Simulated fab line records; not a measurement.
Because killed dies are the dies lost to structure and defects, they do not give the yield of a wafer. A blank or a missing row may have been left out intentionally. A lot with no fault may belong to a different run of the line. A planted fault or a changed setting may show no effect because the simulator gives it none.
Code-filled problem report in 8D (eight disciplines) form ; flow nand harc ; the parts of the form that need people (team, actions taken, sign-off) are left out

## 1. WHAT WENT WRONG
Wafers without a fault read 80.2 nm, standard deviation 0.89; cd nm at NHARC_A_M0_CD_MEAS_09 reads a mean of 63.7 nm on 6 wafers belonging to 2 lots. That is -19 standard deviations from the usual mean.
The step: target cd 80 nm.
The first sign was on wafer L998.1 at day 29 03:05, on cd sem-01. The record holds 33 wafers of 11 lots with a number at this step. Rule for "out", or "out of limits": more than 4 standard deviations from the usual mean. The other wafers with a number count as sound.

## 2. WHAT IT IS; WHAT IT IS NOT
question;is;is not
which readings at this step;cd nm;-
which lots;L100, L998;L101, L984, L985, L989, L992, L995, L996, L997, L999
which wafers of those lots;all that have a number;-
read on which gauges;cd sem-01;cd sem-02, cd sem-03
when;from day 29 03:05;"up to then (24 sound wafers); but 3 sound wafers of L101 came after"

## 3. WHAT RULES OUT EACH SUSPECT
Counting: any tool at a process step up to the reading is kept as a suspect provided that every lot that is out went through it and no sound lot did after the first of them.
- the gauge at NHARC_A_M0_CD_MEAS_09 is ruled out. All the wafers that are out were read on cd sem-01, but those of them that NHARC_A_M0_EXPOSE_06 has rows for are out there too, on other tools.
- arfi scanner-03 at NHARC_A_M0_EXPOSE_06 (exposes mask A M0, target cd 80 nm): kept. All lots that are out passed through it, beginning with L998 at day 29 02:57, and no sound lot followed; its final sound lot before that point was L997 at day 28 19:47. Its own readings are out on those wafers: exposure dose mJ cm2.
Left after counting: arfi scanner-03 at NHARC_A_M0_EXPOSE_06.

## 4. THE CAUSE (what the simulator had put in)
Drift in process parameters on arfi scanner-03 at NHARC_A_M0_EXPOSE_06, starting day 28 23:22. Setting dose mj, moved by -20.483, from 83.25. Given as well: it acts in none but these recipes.
After counting, this tool was the only one left.

## 5. SEQUENCE OF EFFECTS, ordered by route
Each row: a reading where the mean over the struck wafers with a number is more than 3 standard deviations away from the usual. Only readings for which the record gives a usual standard deviation are gone through. hours: the time from each lot's start at the first step in this table that gives one to its start at this step, as a median over the lots. sigmas: the change in usual standard deviations.
hours;step;reading;usual;on struck wafers;change;sigmas
0;NHARC_A_M0_EXPOSE_06;exposure dose mJ cm2;83.26;64.78;-18.48;-99 or more
0;NHARC_A_M0_CD_MEAS_09;cd nm;80.2 nm;63.7;-16.5;-19
1;NHARC_A_M0_CD_MEAS_16;cd nm;80.2 nm;63.1;-17.1;-14
39;NHARC_END_SORT_01;defect limited yield;92.3 %;4.6;-87.7;-32
39;NHARC_END_SORT_01;killed at array;47;643;+596;+33
39;NHARC_END_SORT_01;killed dies;52;646;+594;+33
39;NHARC_END_SORT_01;sort_bin_2_pct;2.7 %;90.9;+88.2;+74
39;NHARC_END_SORT_01;sort n pass;625;31;-594;-33
39;NHARC_END_SORT_01;sort rim yield pct;89 %;0;-89;-20
39;NHARC_END_SORT_01;sort yield pct;92.3 %;4.6;-87.7;-32
Here are the process steps it includes:
- NHARC_A_M0_EXPOSE_06: exposes mask A M0, target cd 80 nm.
At these later measuring or inspecting steps, every struck wafer for which the step has a row has a number for every such reading, and none has moved that far: NHARC_A_M0_OVL_MEAS_10.

## 6. HOW IT WOULD HAVE BEEN CAUGHT EARLIER
4 hours passed between the start of the fault at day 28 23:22 and the first reading out of limits at a measuring or inspecting step in this record, taken at day 29 03:05.
The tool's own readings at NHARC_A_M0_EXPOSE_06 were out on every struck wafer that the step has a row for (exposure dose mJ cm2): an alarm limit on them would have fired on the first of those.
Of the lots that are out (2), L100 began NHARC_A_M0_EXPOSE_06 on arfi scanner-03 after day 29 03:05. Holding the tool at that time would have saved it.
